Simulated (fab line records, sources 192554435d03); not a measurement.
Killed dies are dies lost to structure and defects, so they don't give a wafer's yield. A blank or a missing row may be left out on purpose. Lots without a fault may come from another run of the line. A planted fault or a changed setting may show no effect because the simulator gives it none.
Split-lot experiment | flow n5_finfet | 7 lots, 21 wafers read, on a route of 1938 steps

THE SPLIT
At N5_GATE_CUT_DESCUM_18 (chemistry O2, time 7 s), the setting time_s was moved away from the recipe's 7 s on 5 of the 21 wafers read, by -16.5% to +15.6%. The other wafers ran this setting at the recipe's value.

FROM THE SPLIT TO THE READING: what the file shows between them, 1 step
- N5_GATE_CUT_ETCH_28: etches underlayer in N2/H2, target depth 13 nm, time 10.4 s

THE READING
CAR-EUV_of_GATE_CUT_COAT_07.thk_nm (the simulator's own value, which no gauge read), in nm, at N5_GATE_CUT_ETCH_36 (etches SiARC in CF4, target depth 13 nm, time 21.7 s). The file gives no usual value for it. The 16 wafers here that ran the recipe average 6.9 nm, standard deviation 0.12 nm.

wafer  | tool, chamber at the split | time_s as run, s | against the recipe | CAR-EUV_of_GATE_CUT_COAT_07.thk_nm, nm | against lot-mates on the recipe
L075.1 | rie_diel-03, 2,0           | 5.845            | -16.5%             | 7.4                                    | +0.4
L075.5 | rie_diel-03, 3             | 7                | recipe             | 7                                      | -
L075.6 | rie_diel-03, 2,0           | 5.845            | -16.5%             | 7.6                                    | +0.6
L080.1 | rie_diel-03, 0,3,3         | 7                | recipe             | 6.8                                    | -
L080.3 | rie_diel-03, 0,3,3         | 7                | recipe             | 6.8                                    | -
L080.4 | rie_diel-03, 0,3,3         | 7                | recipe             | 6.8                                    | -
L081.1 | rie_diel-05, 1             | 7                | recipe             | 7                                      | -
L081.5 | rie_diel-05, 3,2           | 7                | recipe             | 6.8                                    | -
L081.6 | rie_diel-05, 3,2           | 7                | recipe             | 6.8                                    | -
L083.2 | rie_diel-05, 2,1,0         | 7                | recipe             | 6.8                                    | -
L083.3 | rie_diel-05, 2,1,0         | 7                | recipe             | 6.6                                    | -
L083.5 | rie_diel-05, 2,1,0         | 7                | recipe             | 7                                      | -
L085.1 | rie_diel-03, 3             | 6.083            | -13.1%             | 7.4                                    | +0.4
L085.3 | rie_diel-03, 2             | 7                | recipe             | 7                                      | -
L085.6 | rie_diel-03, 3             | 7                | recipe             | 7                                      | -
L088.1 | rie_diel-03, 1,2           | 7                | recipe             | 7                                      | -
L088.3 | rie_diel-03, 1,2           | 7                | recipe             | 7                                      | -
L088.2 | rie_diel-03, 3             | 7                | recipe             | 6.8                                    | -
L097.1 | rie_diel-03, 3,0           | 8.092            | +15.6%             | 6.4                                    | -0.6
L097.5 | rie_diel-03, 3,0           | 8.092            | +15.6%             | 6.4                                    | -0.6
L097.6 | rie_diel-03, 1             | 7                | recipe             | 7                                      | -
Where a row lists several chambers, the file gives one row for several wafers and doesn't say which wafer went through which chamber.

THE FIT
A straight line over all 21 wafers: CAR-EUV_of_GATE_CUT_COAT_07.thk_nm changes by -0.0349 nm for each +1% of time_s; r = -0.92; the points scatter about the line by 0.12 nm.
The same after taking each lot's own level away (the mean of its wafers on the recipe; 21 wafers): -0.0338 nm for each +1%; r = -0.94; scatter 0.094 nm.
On that fit, the largest move of time_s shifts the reading by 0.56 nm.
The lots' own levels span 6.80 to 7.00 nm, that is 1.6 times the standard deviation above.
So the lot-to-lot level changes the slope little: the two slopes agree.
Check: with one of the wafers moved furthest among these (-16.5%) left out of the fit, the line predicts +0.593 nm for it against its lot-mates. It came out at +0.4 nm against them.

OTHER SPLITS ON THESE WAFERS
These wafers also went through other splits before the reading. Each is held against what the fit with the lots' levels taken away leaves over:
other split on the same wafers | wafers away from the commonest value | r with CAR-EUV_of_GATE_CUT_COAT_07.thk_nm (lot level and that fit taken away)
N5_HKMG_FIN_COAT_06 spin_rpm   | 6                                    | -0.01
N5_HKMG_FIN_EXPOSE_09 dose_mj  | 7                                    | +0.14

THE WHOLE CHAIN: every reading that the file lists as answering this split, in the file's order
step                  | what it does                                                | reading                                                                             | change (the file's fit)                | r (the file's)
N5_GATE_CUT_DESCUM_18 | chemistry O2, time 7 s                                      | CAR-EUV_of_GATE_CUT_COAT_07.thk_nm (the simulator's own value, which no gauge read) | -0.0376 nm for each +1% of the setting | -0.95
N5_GATE_CUT_ETCH_28   | etches underlayer in N2/H2, target depth 13 nm, time 10.4 s | CAR-EUV_of_GATE_CUT_COAT_07.thk_nm (the simulator's own value, which no gauge read) | -0.0348 nm for each +1% of the setting | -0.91
N5_GATE_CUT_ETCH_36   | etches SiARC in CF4, target depth 13 nm, time 21.7 s        | CAR-EUV_of_GATE_CUT_COAT_07.thk_nm (the simulator's own value, which no gauge read) | -0.0332 nm for each +1% of the setting | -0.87

THE FILE'S OWN FIT
CAR-EUV_of_GATE_CUT_COAT_07.thk_nm changes by -0.0332 nm for each +1% of time_s, r = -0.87.
